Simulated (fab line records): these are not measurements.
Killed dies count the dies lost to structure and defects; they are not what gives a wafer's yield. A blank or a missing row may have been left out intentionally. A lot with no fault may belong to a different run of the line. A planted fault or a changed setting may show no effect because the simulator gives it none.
Struck lot and sound lot, side by side | flow n5Finfet | 24 steps out of a route of 1938
Sound: the wafers L602.1, L602.3, L602.6. Struck: wafer L615.1. (L615.2, L615.3 of the same lot were not struck and are left out.) The cause comes at the end.
At each step with rows: each side's tool, then ch and its chambers, then its first start. Under that, the readings that differ: sound wafers | struck wafers | difference of the means | sigmas: that difference in standard deviations of wafers without a fault.
alike: words and numbers the same on both sides, and readings whose means are apart by under 2 such deviations; not compared: readings that were withheld, readings missing a value for some wafer, numbers with overlapping values and no deviation given by the record, and bounds like >300 which may hide the same value.
The two part at a step that has a row with sigmas, a row that says differs or no value, or rows on one side only. Numbers that don't overlap but have no deviation are shown without sigmas and don't part them. Lack of a reading on every wafer of one side parts them only where that side has two or more wafers.

first, 1 step without rows for these wafers: N5_BEOL_M12_HARDBAKE_32 (time 120 s).
N5_BEOL_M12_CD_MEAS_28: the cd target is 160.2 nm.
  sound on cdSem-01 ch 0, day 11 14:27; struck on cdSem-01 ch 0, day 15 08:23
  alike: cdNm
N5_BEOL_M12_OVL_MEAS_29:
  sound on overlay-02 ch 0, day 11 14:29; struck on overlay-02 ch 0, day 15 08:25
  alike: M12_OVL
N5_BEOL_M12_INSPECT_30: inspects for defects (macro).
  sound: defectInspect-02 at day 11 14:31; struck: defectInspect-01 at day 15 08:26
  alike: rawDefectCount
then, 1 step without rows for these wafers: N5_BEOL_M12_DESCUM_33 (chemistry O2, time 7.9 s).
N5_BEOL_M12_ETCH_67: etches SiARC in CF4, target depth 143 nm, time 238.3 s.
  sound on rieDiel-02 ch 0,2,3, day 11 14:34; struck on rieDiel-03 ch 3, day 15 08:31
reading    | sound             | struck | difference | sigmas
rfVppV (V) | 185.1 184.6 185.8 | 182.6  | -2.6       | -2
  alike: drypumpMotorCurrentA, etchRfOnTimeS, oesProductAu, showerheadPlenumPTorr, throttleValvePct
  not compared: rfHoursCounterH
N5_BEOL_M12_ETCH_68: etches SOC in N2/H2, time 285 s.
  sound on rieDiel-02 ch 0,2,3, day 11 14:43; struck on rieDiel-03 ch 3, day 15 08:39
reading   | sound             | struck | difference | sigmas
tempC (C) | 39.98 39.80 39.81 | 40.10  | +0.24      | +2
  alike: drypumpMotorCurrentA, n2FlowSccm, oesProductAu, rfVppV, showerheadPlenumPTorr, throttleValvePct
  not compared: rfHoursCounterH
then, 3 steps without rows for these wafers: N5_BEOL_M12_STRIP_69 (strips in N2/H2); N5_BEOL_M12_TRENCH_ETCH_34 (etches SiOC in C4F8/O2/Ar, target depth 318.95 nm, time 125.5 s); N5_BEOL_M12_STRIP_70 (strips in C4F8/O2/Ar).
N5_BEOL_M12_OCD_MEAS_35:
  sound: ocd-02 at day 11 15:04; struck: ocd-02 at day 15 08:59
  alike: trenchDepthNm
then, 1 step without rows for these wafers: N5_BEOL_M12_STRIP_37 (strips in N2/H2).
N5_BEOL_M12_ETCH_38: etches SiCN in CF4/N2, target depth 68.7 nm, time 73.4 s.
  sound on rieDiel-02 ch 2,3, day 11 18:43; struck on rieDiel-02 ch 0, day 15 10:32
reading                                      | sound            | struck | difference | sigmas
model.etch.depthNm (nm)                      | 57.96 59.44 59.2 | 76.01  | +17.14     | 
model.SiOC_of_BEOL_M12_ILD_DEP_00.thkNm (nm) | 606 602.4 620    | 586.8  | -22.7      | 
  alike: drypumpMotorCurrentA, n2FlowSccm, oesProductAu, rfVppV, showerheadPlenumPTorr, throttleValvePct
  not compared: rfHoursCounterH
then, 2 steps without rows for these wafers: N5_BEOL_M12_PRECLEAN_39 (cleans in residue remover, time 60 s); N5_BEOL_M12_SRD_40 (time 30 s, dry time 30 s).
N5_BEOL_M12_DEGAS_41: time 60 s.
  sound: pvdSputter-01 at day 11 18:54; struck: pvdSputter-01 at day 15 11:25
  alike: heaterPowerW
N5_BEOL_M12_PRE_CLEAN_42: time 30 s.
  sound: pvdSputter-01 at day 11 18:56; struck: pvdSputter-01 at day 15 11:28
  alike: heaterPowerW
N5_BEOL_M12_SPUTTER_43: material TaN, target thk 15 nm, time 24.19 s.
  sound: pvdSputter-01 at day 11 18:59; struck: pvdSputter-01 at day 15 11:30
  alike: throttleValvePct
then, 4 steps without rows for these wafers: N5_BEOL_M12_SPUTTER_44 (material Ta, target thk 10 nm, time 16.13 s); N5_BEOL_M12_SPUTTER_45 (material Cu, target thk 80 nm, time 13.33 s); N5_BEOL_M12_ECD_47 (material Cu, target thk 720 nm); N5_BEOL_M12_ANNEAL_48 (time 90 s).
N5_BEOL_M12_CMP_49: polishes, stops on SiOC, t overpolish 20.6 s, target thk 320 nm.
  sound on cmp-01 ch 0,2, day 11 19:42; struck on cmp-02 ch 1, day 15 12:13
reading                                      | sound                | struck | difference | sigmas
overpolishRunS (s)                           | 20.604 20.600 20.609 | 20.585 | -0.019     | -2
model.SiOC_of_BEOL_M12_ILD_DEP_00.thkNm (nm) | 596 592.4 610        | 576.8  | -22.7      | 
  alike: barrierFieldEndpointS, motorCurrentA, platenRpm, slurryFilterDpKPa
N5_BEOL_M12_THK_MEAS_50: measures by xrf.
  sound: filmMetro-01 at day 11 20:00; struck: filmMetro-01 at day 15 12:31
  alike: M12_THK

== WHERE THEY PART ==
Last at N5_BEOL_M12_CMP_49 as far as this record goes, first at N5_BEOL_M12_ETCH_67. Later steps at which nothing parts them and some readings are alike: N5_BEOL_M12_THK_MEAS_50.

WHY: whatever the simulator had introduced
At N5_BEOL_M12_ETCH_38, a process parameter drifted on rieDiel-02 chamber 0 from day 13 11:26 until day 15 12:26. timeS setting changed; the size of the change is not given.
